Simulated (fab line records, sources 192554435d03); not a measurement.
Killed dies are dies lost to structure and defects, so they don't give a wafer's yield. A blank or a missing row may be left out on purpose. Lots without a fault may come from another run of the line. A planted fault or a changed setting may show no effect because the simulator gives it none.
Problem report in the 8D (eight disciplines) form, filled by code | flow n5_finfet | the parts of the form that need people (team, actions taken, sign-off) are left out

1. THE PROBLEM
RS_PWELL at N5_BEOL_M4_RC_MEAS_101 reads a mean of 2551 ohm/sq on 6 wafers of 2 lots; wafers without a fault read 3010 ohm/sq with a standard deviation of 22. That is -21 standard deviations from the usual mean.
First seen on wafer L470.1, day 9 22:11, on prober-01. The record holds 27 wafers of 9 lots with a number at this step. Rule for "out", or "out of limits": more than 4 standard deviations from the usual mean. The other wafers with a number count as sound.

2. WHAT IT IS AND WHAT IT IS NOT
question                    | is                                                            | is not
which readings at this step | RS_PWELL, CJ_N, CJ_P, IOFF_N_LONG, ION_N, RS_NWELL, VT_N_LONG | DIBL_N, DIBL_P, IOFF_N, IOFF_P, SS_P, VT_P
which lots                  | L470, L471                                                    | L463, L468, L476, L480, L481, L483, L486
which wafers of those lots  | all that have a number                                        | -
read on which gauges        | prober-01                                                     | prober-02
when                        | from day 9 22:11                                              | up to then (3 sound wafers); but 18 sound wafers of L468, L476, L480, L481, L483, L486 came after

3. SUSPECTS, AND WHAT RULES EACH OUT
Counting: a tool at a process step up to the reading stays a suspect if it ran every lot that is out and no sound lot after the first of them.
- the gauge at N5_BEOL_M4_RC_MEAS_101: ruled out. All the wafers that are out were read on prober-01, but those of them that N5_PASSIVATION_PROBE_49 has rows for are out there too, on other tools.
- rtp_anneal-01 at N5_WELL_APT_RTA_34 (time 10 s): ruled out as a lasting fault. Sound lots L476, L480, L481, L483 ran on it after its first lot that is out, L470 (day 3 09:47).
Left after counting: nothing in the record.

4. THE CAUSE (what the simulator had put in)
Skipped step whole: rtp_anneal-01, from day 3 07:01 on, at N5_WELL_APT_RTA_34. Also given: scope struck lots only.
Counting ruled it out, wrongly: the rule takes a fault to strike every lot that its tool runs from its start on, and this one did not.

5. THE CHAIN OF EFFECTS, in route order
Each row: a reading whose mean over the struck wafers that have a number lies more than 3 standard deviations from the usual. Only readings for which the record gives a usual standard deviation are gone through. hours: the time from each lot's start at the first step in this table that gives one to its start at this step, as a median over the lots. sigmas: the change in usual standard deviations.
hours | step                    | reading          | usual          | on struck wafers | change    | sigmas
0     | N5_BEOL_M4_RC_MEAS_101  | CJ_N             | 4.32           | 3.23             | -1.09     | -14
0     | N5_BEOL_M4_RC_MEAS_101  | CJ_P             | 5.82           | 4.72             | -1.10     | -5.5
0     | N5_BEOL_M4_RC_MEAS_101  | IOFF_N_LONG      | 5.57e-05 nA/um | 7.59e-05         | +2.02e-05 | +8.8
0     | N5_BEOL_M4_RC_MEAS_101  | IOFF_P_LONG      | 0.000107 nA/um | 0.000143         | +0.000036 | +3.6
0     | N5_BEOL_M4_RC_MEAS_101  | ION_N            | 676 uA/um      | 615              | -61       | -5.6
0     | N5_BEOL_M4_RC_MEAS_101  | RS_NWELL         | 1034 ohm/sq    | 1000             | -34       | -5.1
0     | N5_BEOL_M4_RC_MEAS_101  | RS_PWELL         | 3010 ohm/sq    | 2551             | -459      | -21
0     | N5_BEOL_M4_RC_MEAS_101  | VT_N_LONG        | 274.9 mV       | 295.1            | +20.2     | +13
0     | N5_BEOL_M4_RC_MEAS_101  | VT_N_LVT         | 98 mV          | 110              | +12       | +3.2
112   | N5_PASSIVATION_PROBE_49 | sort_bin_8_speed | 0.00 %         | 71.84            | +71.84    | +99 or more
112   | N5_PASSIVATION_PROBE_49 | sort_n_pass      | 1077           | 221              | -856      | -57
112   | N5_PASSIVATION_PROBE_49 | sort_yield_pct   | 91.3 %         | 18.7             | -72.6     | -56
The process steps in it:
- N5_PASSIVATION_PROBE_49
Readings that are blank on the struck wafers while sound wafers have them: anneal_temp_c_max at N5_WELL_APT_RTA_34; lamp_power_pct at N5_WELL_APT_RTA_34; lamp_zone_5_pct at N5_WELL_APT_RTA_34; lamp_zone_7_pct at N5_WELL_APT_RTA_34; wafer_temp_C_max at N5_WELL_APT_RTA_34.

6. WHAT WOULD HAVE CAUGHT IT SOONER
In this record the first reading out of limits at a measuring or inspecting step was taken at day 9 22:11, 159 hours after the fault began at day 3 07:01.
At N5_WELL_APT_RTA_34 the tool's readings are blank on the struck wafers, where sound wafers have them: an empty tool record is the first sign, and it was there at once.
